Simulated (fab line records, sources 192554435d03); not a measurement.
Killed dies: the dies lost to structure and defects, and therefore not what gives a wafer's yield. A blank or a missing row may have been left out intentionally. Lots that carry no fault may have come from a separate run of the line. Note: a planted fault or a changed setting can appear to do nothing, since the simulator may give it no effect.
2 desks, one fault ; flow n5Finfet ; every desk sees just its own numbers, and what lay behind them comes last

== THE METROLOGY DESK ==
What the gauges read, lot by lot, whatever tool the lot ran on: means of the sampled wafers that have a number. Marked OUT: a lot whose mean sits more than 4 standard deviations from the usual mean, which makes it out of limits; the brackets give that distance. 7 of its 28 readings are shown: the first one out of limits and those lying furthest out on some lot.
Columns: A = trenchDepthNm at N5_BEOL_M11_OCD_MEAS_38, usual 148.8 nm; B = M11_THK at N5_BEOL_M11_THK_MEAS_53, usual 140 nm; C = M11_RS at N5_BEOL_M11_RS_MEAS_57, usual 0.151 ohm/sq; D = SERP_M10_max_site at N5_BEOL_M15_RC_MEAS_101, usual 3.15 ohm/um; E = SERP_M11 at N5_BEOL_M15_RC_MEAS_101, usual 3.06 ohm/um; F = SERP_M11_max_site at N5_BEOL_M15_RC_MEAS_101, usual 3.14 ohm/um; G = SERP_M8 at N5_BEOL_M15_RC_MEAS_101, usual 14.0 ohm/um
lot;first seen here;A;B;C;D;E;F;G
L999;day 10 13:22;147.8;139;0.151;3.11;3.07;3.13;14.4
L100;day 10 17:10;148.4;138;0.153;3.16;3.18;3.25;14.0
L101;day 11 07:13;150.4;143;0.149;3.08;2.98;3.05;14.0
L102;day 11 11:59;149.5;141;0.149;3.09;3.00;3.14;13.6
L103;day 11 18:36;149.6;141;0.150;3.18;3.06;3.13;13.8
L107;day 13 03:49;127.1 (-7.8) OUT;117 (-7.0) OUT;0.191 (+11) OUT;2.98;3.89 (+9.1) OUT;3.98 (+8.4) OUT;14.6
L108;day 13 13:14;118.9 (-11) OUT;111 (-8.7) OUT;0.199 (+13) OUT;3.14;4.04 (+11) OUT;4.11 (+9.8) OUT;13.8
L110;day 13 16:28;127.8 (-7.5) OUT;120 (-6.2) OUT;0.186 (+9.6) OUT;3.13;3.79 (+8.1) OUT;3.85 (+7.2) OUT;13.8
L116;day 15 09:59;148.5;139;0.151;3.18;3.06;3.14;14.4
L121;day 16 02:31;150.5;143;0.148;3.18;3.02;3.10;13.9
L118;day 16 06:05;149.6;141;0.151;3.18;3.07;3.17;12.9
L120;day 16 09:58;153.1;145;0.146;3.23;3.01;3.07;14.5
Finding of this desk: L107, L108, L110 out of limits; the first was L107 at day 13 03:49, on trenchDepthNm at N5_BEOL_M11_OCD_MEAS_38. Within limits: L999, L100, L101, L102, L103, L116, L121, L118, L120.

== TOOL OWNER'S DESK, rieDiel-06 ==
The tool's own readings at N5_BEOL_M11_TRENCH_ETCH_37 (etches SiCOH lowk in C4F6/O2, target depth 148.83 nm, time 48 s): means of the sampled wafers that have a number, for each lot that ran on this tool. Marked OUT: a lot whose mean sits more than 4 standard deviations from the usual mean, which makes it out of limits; the brackets give that distance.
Columns: A = biasW at N5_BEOL_M11_TRENCH_ETCH_37, usual 185.0 W; B = drypumpMotorCurrentA at N5_BEOL_M11_TRENCH_ETCH_37, usual 5.6 A; C = oes_ar_750_au at N5_BEOL_M11_TRENCH_ETCH_37, usual 0.81 a.u.; D = oesProductAu at N5_BEOL_M11_TRENCH_ETCH_37, usual 0.80 a.u.; E = rfVppV at N5_BEOL_M11_TRENCH_ETCH_37, usual 660 V; F = showerheadPlenumPTorr at N5_BEOL_M11_TRENCH_ETCH_37, usual 2.85 Torr; G = throttleValvePct at N5_BEOL_M11_TRENCH_ETCH_37, usual 20.89 %
lot;first seen here;A;B;C;D;E;F;G
L100;day 10 16:59;185.1;5.7;0.84;0.84;667;2.87;20.88
L103;day 11 18:25;185.5;5.7;0.84;0.83;667;2.87;20.90
L107;day 13 03:37;185.2;5.7;0.89;0.79;673;2.89;20.73
L108;day 13 13:02;184.3;5.5;0.82;0.71;664;2.82;20.79
L110;day 13 16:17;184.9;5.7;0.88;0.79;674;2.88;20.75
L120;day 16 09:47;184.9;5.7;0.92;0.93;670;2.89;20.94
This desk found nothing out of limits on any of the 6 lots.

== BROUGHT TOGETHER ==
On L107, L108, L110, the metrology desk was in a position to raise an alarm at day 13 03:49.
The tool owner's desk saw nothing out of limits.
On record at the tool owner's desk: L107, L108, L110, within its limits.
Every lot named ran N5_BEOL_M11_TRENCH_ETCH_37 on rieDiel-06.

== WHAT THE SIMULATOR PUT IN ==
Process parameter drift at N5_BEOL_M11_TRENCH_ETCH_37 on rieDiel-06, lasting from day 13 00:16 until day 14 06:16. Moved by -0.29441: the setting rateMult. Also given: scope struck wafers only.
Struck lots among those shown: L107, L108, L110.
Delay in hours, fault start to first out-of-limits reading, per desk: metrology desk 4.
